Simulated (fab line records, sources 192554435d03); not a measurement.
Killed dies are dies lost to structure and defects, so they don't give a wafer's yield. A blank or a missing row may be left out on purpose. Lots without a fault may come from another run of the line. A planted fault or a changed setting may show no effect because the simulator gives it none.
Chamber matching | flow n5_finfet | N5_SDB_DESCUM_16 on rie_diel-02: 4 sister chambers
The step chemistry O2, time 7.9 s. 8 wafers are shown with their chamber, then 9 later ones without.

WAFERS WITH THEIR CHAMBER
wafer  | chamber | throttle_valve_pct (%) | drypump_motor_current_A (A)
L080.5 | 1       | 19.88                  | 5.5
L082.5 | 0       | 20.38                  | 5.1
L083.1 | 1       | 19.87                  | 5.5
L083.2 | 0       | 20.39                  | 5.0
L083.6 | 2       | 20.43                  | 6.2
L086.1 | 2       | 20.44                  | 6.2
L086.3 | 3       | 20.56                  | 5.9
L086.5 | 3       | 20.57                  | 5.9

WAFERS WITHOUT THEIR CHAMBER
wafer  | throttle_valve_pct (%) | drypump_motor_current_A (A)
L088.1 | 20.38                  | 5.1
L088.3 | 20.45                  | 6.2
L088.4 | 20.57                  | 5.9
L090.2 | 19.89                  | 5.5
L090.3 | 20.59                  | 6.0
L090.5 | 20.58                  | 6.0
L094.1 | 19.90                  | 5.5
L094.5 | 20.44                  | 6.2
L094.6 | 20.58                  | 6.0

WHICH CHAMBER EACH WENT THROUGH
wafer  | from the rows above | in truth
L088.1 | 0                   | 0
L088.3 | 2                   | 2
L088.4 | 3                   | 3
L090.2 | 1                   | 1
L090.3 | 3                   | 3
L090.5 | 3                   | 3
L094.1 | 1                   | 1
L094.5 | 2                   | 2
L094.6 | 3                   | 3
Placed correctly: 9 of 9. Can't be placed from these rows: 0. Placed wrongly: 0.
How it was worked out, from the rows above alone: a wafer's distance from a chamber is the root of the sum, over the readings, of the square of ((its reading less the chamber's mean) divided by the reading's scatter). The wafer belongs to the nearest chamber; if the next one is less than 2 further off, it can't be placed. A chamber's mean is the mean of its shown wafers. The scatter: the root of (the sum of the squares of (reading less its chamber's mean) over the shown wafers, divided by (wafers less chambers)).
